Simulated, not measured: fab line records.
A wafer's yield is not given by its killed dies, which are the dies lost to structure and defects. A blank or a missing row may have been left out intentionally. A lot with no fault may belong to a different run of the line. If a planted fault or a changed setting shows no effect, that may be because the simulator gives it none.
Tool commonality check -- flow nand_harc -- Sample size 14 lots and 42 wafers

## WHAT PROMPTED THE OPENING
Flagged at NHARC_A_ONON_D2_THK_MEAS_11: reading thk_nm, on 2 of 14 lots. Fault-free wafers read 1001 nm, with a standard deviation of 7.8.
Rule: a lot is flagged when every wafer of it that has a number lies more than 4 standard deviations from that mean, or none has a number. As for the other lots, they are considered sound.

lot,measured,on,"thk_nm (nm), wafer by wafer",flag
L254,day 12 06:22,film_metro-02,1011 1010 1009,
L255,day 13 05:20,film_metro-01,1014 1012 1014,
L257,day 13 12:16,film_metro-01,1019 1017 1018,
L262,day 15 23:25,film_metro-02,941 941 940,FLAGGED
L263,day 15 23:29,film_metro-02,992 992 992,
L264,day 16 11:10,film_metro-02,963 964 963,FLAGGED
L265,day 17 07:31,film_metro-02,1006 1006 1007,
L270,day 19 07:35,film_metro-02,1002 1003 1004,
L271,day 19 15:23,film_metro-02,1004 1003 1003,
L272,day 19 23:48,film_metro-01,1004 1006 1004,
L274,day 20 15:11,film_metro-02,1003 1004 1003,
L275,day 21 11:41,film_metro-02,1000 1001 1001,
L276,day 22 04:37,film_metro-01,993 997 995,
L277,day 22 14:32,film_metro-02,998 1000 1000,
The numbers of the flagged lots are 952 nm on average: -49 nm against the usual, or -6 standard deviations.

## EACH LOT AND THE TOOL IT RAN ON
The record keeps 1 process step preceding the reading, out of 1302 steps on the route. Every cell lists first the tool, next ch and the chambers used by the sampled wafers, and last the start.
lot,flag,NHARC_A_ONON_D2_DEP_09
L254,,"pecvd_onon-04 ch 0, day 12 05:51"
L255,,"pecvd_onon-03 ch 0, day 13 04:49"
L257,,"pecvd_onon-01 ch 0, day 13 11:46"
L262,FLAGGED,"pecvd_onon-04 ch 0, day 15 22:55"
L263,,"pecvd_onon-03 ch 0, day 15 22:58"
L264,FLAGGED,"pecvd_onon-04 ch 0, day 16 10:47"
L265,,"pecvd_onon-01 ch 0, day 17 07:04"
L270,,"pecvd_onon-03 ch 0, day 19 07:08"
L271,,"pecvd_onon-04 ch 0, day 19 14:53"
L272,,"pecvd_onon-03 ch 0, day 19 23:25"
L274,,"pecvd_onon-03 ch 0, day 20 14:44"
L275,,"pecvd_onon-01 ch 0, day 21 11:10"
L276,,"pecvd_onon-04 ch 0, day 22 04:06"
L277,,"pecvd_onon-01 ch 0, day 22 14:05"
What is done by these steps:
- NHARC_A_ONON_D2_DEP_09: target thk 1000 nm.
- NHARC_A_ONON_D2_THK_MEAS_11: measures by ellipsometry.

## FLAGGED AGAINST TOTAL, ONE TOOL AT A TIME (gauges that did the reading follow at the end)
step,tool,lots run,flagged,share of the flagged lots,sound lots run after its first flagged lot
NHARC_A_ONON_D2_DEP_09,pecvd_onon-01,4,0,none,-
NHARC_A_ONON_D2_DEP_09,pecvd_onon-03,5,0,none,-
NHARC_A_ONON_D2_DEP_09,pecvd_onon-04,5,2,all,"2 (L271,L276)"
NHARC_A_ONON_D2_THK_MEAS_11,film_metro-01,4,0,none,-
NHARC_A_ONON_D2_THK_MEAS_11,film_metro-02,10,2,all,"7 (L263,L265,L270,L271,L274,L275,L277)"

## WHAT THE TABLE PERMITS
Rows of the table that ran all the flagged lots, 2 in number: pecvd_onon-04 at NHARC_A_ONON_D2_DEP_09; film_metro-02 at NHARC_A_ONON_D2_THK_MEAS_11.
- pecvd_onon-04 at NHARC_A_ONON_D2_DEP_09 ran 5 lots, 2 of them flagged. Lots that were sound ran on it after the first flagged one (L271, L276); a persistent fault on the entire tool would not allow that.
- film_metro-02 at NHARC_A_ONON_D2_THK_MEAS_11 ran 10 lots, 2 of them flagged. Lots that were sound ran on it after the first flagged one (L263, L265, L270, L271, L274, L275, L277); a persistent fault on the entire tool would not allow that.
None of the table's rows ran every flagged lot and, after the first, no sound lot.

## WHAT THE SIMULATOR HAD PUT IN
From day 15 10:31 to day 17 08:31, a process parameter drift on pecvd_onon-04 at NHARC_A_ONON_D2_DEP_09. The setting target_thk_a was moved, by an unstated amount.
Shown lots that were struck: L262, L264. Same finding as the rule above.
